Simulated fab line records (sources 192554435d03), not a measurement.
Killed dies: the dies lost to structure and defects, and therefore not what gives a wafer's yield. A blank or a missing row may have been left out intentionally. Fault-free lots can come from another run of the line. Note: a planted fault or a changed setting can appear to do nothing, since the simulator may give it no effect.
Struck lot and sound lot, side by side + flow n5-finfet + 37 steps out of a route of 1938
Sound: these wafers, L982.2, L982.3, L982.6. The struck wafers were L972.1, L972.4, L972.5. The cause is named last.
Order at every step that has rows: each side's tool, ch and its chambers, its first start. Under that, the readings that differ: sound wafers + struck wafers + difference of the means + sigmas: that difference in standard deviations of wafers without a fault.
alike: a reading whose means differ by less than 2 such deviations, as well as words and numbers matching on both sides. not compared: withheld readings; readings where some wafer has no value; bounds like >300 that might hide an equal value; numbers whose values overlap and for which the record gives no deviation.
The two part at a step that has a row with sigmas, a row that says differs or no value, or rows on one side only. Numbers that have no deviation but don't overlap get no sigmas and don't part them. A reading missing from all wafers of one side parts the sides only when that side holds two or more wafers.

first, 9 steps without rows for these wafers: N5_BEOL_M4_ANNEAL_95 (time 240 s); N5_BEOL_M4_SPUTTER_96 (material Cu, target thk 4.5 nm, time 8.29 s); N5_BEOL_M4_ECD_50 (material Cu, target thk 300 nm); N5_BEOL_M4_ANNEAL_51 (time 90 s); N5_BEOL_M4_CMP_52 (polishes, stops on SiOC, t overpolish 6.8 s, target thk 40 nm); N5_BEOL_M4_PRE_CLEAN_60 (time 15 s); N5_BEOL_M4_CO_CAP_55 (material Co, precursor CCTBA/H2, target thk 2 nm, time 102.1 s); N5_BEOL_M4_PRE_CLEAN_56 (time 15 s); N5_BEOL_M4_DEP_57 (deposits SiCN from 3MS/NH3, target thk 8 nm, time 14 s).
N5_BEOL_M4_RC_MEAS_101:
  sound on prober-02 ch 0, day 14 19:10; struck on prober-01 ch 0, day 11 09:58
| reading        | sound             | struck            | difference | sigmas |
|----------------|-------------------|-------------------|------------|--------|
| DIBL_P (mV/V)  | 37.7 38.5 37.8    | 33.2 34.2 32.4    | -4.7       | -3     |
| IOFF_N (nA/um) | 0.172 0.183 0.191 | 0.116 0.126 0.111 | -0.064     | -2     |
| IOFF_P (nA/um) | 0.23 0.24 0.23    | 0.15 0.17 0.15    | -0.08      | -2     |
| SS_P (mV/dec)  | 73.7 74.1 73.0    | 73.0 72.4 72.0    | -1.1       | -2     |
| VT_N (mV)      | 247 248 244       | 255 255 255       | +9         | +3     |
  alike: DIBL_N, ION_N, ION_P, SS_N, VT_P
then, 24 steps without rows for these wafers: N5_BEOL_M5_ILD_DEP_00 (deposits SiCOH lowk from DEMS/porogen, target thk 140.64 nm, time 25.9 s); N5_BEOL_M5_CURE_79 (cures SiCOH lowk, time 240 s); N5_BEOL_M5_PECVD_70 (deposits SiO2 from TEOS/O2, target thk 16 nm, time 18 s); N5_BEOL_M5_HM_DEP_02 (deposits TiN, target thk 20 nm); N5_BEOL_M5_COAT_59 (time 60 s, resist thk 60 nm); N5_BEOL_M5_COAT_60 (time 60 s, resist thk 12 nm); N5_BEOL_M5_COAT_71 (time 60 s, resist thk 5 nm); N5_BEOL_M5_COAT_05 (resist thk 30 nm); N5_BEOL_M5_EBR_07; N5_BEOL_M5_SOFTBAKE_06 (time 60 s); N5_BEOL_M5_EXPOSE_08 (exposes mask M5, target cd 28 nm); N5_BEOL_M5_PEB_09 (peb time 60 s); N5_BEOL_M5_DEVELOP_10 (develop time 30 s); N5_BEOL_M5_DESCUM_16 (chemistry O2, time 7 s); N5_BEOL_M5_ETCH_72 (etches underlayer in N2/H2, target depth 6.5 nm, time 5.2 s); N5_BEOL_M5_ETCH_61 (etches SiARC in CF4, target depth 15.6 nm, time 26 s); N5_BEOL_M5_ETCH_62 (etches SOC in N2/H2, target depth 75 nm, overetch 15 nm, time 112.5 s); N5_BEOL_M5_STRIP_63 (strips in N2/H2); N5_BEOL_M5_STRIP_73 (strips in N2/H2); N5_BEOL_M5_STRIP_64 (strips in CF4); N5_BEOL_M5_HM_OPEN_17 (chemistry Cl2/BCl3, target TiN, target depth 20 nm, overetch 6 nm); N5_BEOL_M5_STRIP_19 (strips in O2); N5_BEOL_M5_COAT_65 (time 60 s, resist thk 60 nm); N5_BEOL_M5_COAT_66 (time 60 s, resist thk 12 nm).
-- record jumps: 3 days separate the struck wafers' starts on either side; left off in module BEOL_M5, taken up again in module BEOL_M13, whose first shown step is the route's number 1706 --
N5_BEOL_M13_SPUTTER_44: material Ta, target thk 10 nm, time 16.13 s.
  sound on pvd-sputter-01 at day 18 15:26; struck on pvd-sputter-01 at day 14 17:55
  no value came back on the struck wafers for bias-v (V), cathode-dc-power-W (W), substrate-temp-c (C), throttle-valve-pct (%); on the sound wafers bias-v (V) reads 80.3 80.6 80.3
N5_BEOL_M13_CMP_49: polishes, stops on SiOC, t overpolish 17.1 s, target thk 420 nm.
  sound on cmp-04 ch 1,2,3, day 18 16:31; struck on cmp-04 ch 0,1,3, day 14 18:35
| reading                      | sound          | struck         | difference | sigmas |
|------------------------------|----------------|----------------|------------|--------|
| barrier-field-endpoint-s (s) | 30.3 29.9 30.7 | 18.2 18.2 18.3 | -12.1      | -19    |
  alike: edge-zone-pressure-frac, motor-current-A
  not compared: model.Cu_of_BEOL_M13_ECD_47.thk-nm
N5_PASSIVATION_PROBE_49:
  record: rows for the struck wafers here (prober-01, day 16 02:55), none for the sound ones

WHERE THEY PART
First at N5_BEOL_M4_RC_MEAS_101; last, within this record, at N5_PASSIVATION_PROBE_49.

WHY: what had been put in by the simulator
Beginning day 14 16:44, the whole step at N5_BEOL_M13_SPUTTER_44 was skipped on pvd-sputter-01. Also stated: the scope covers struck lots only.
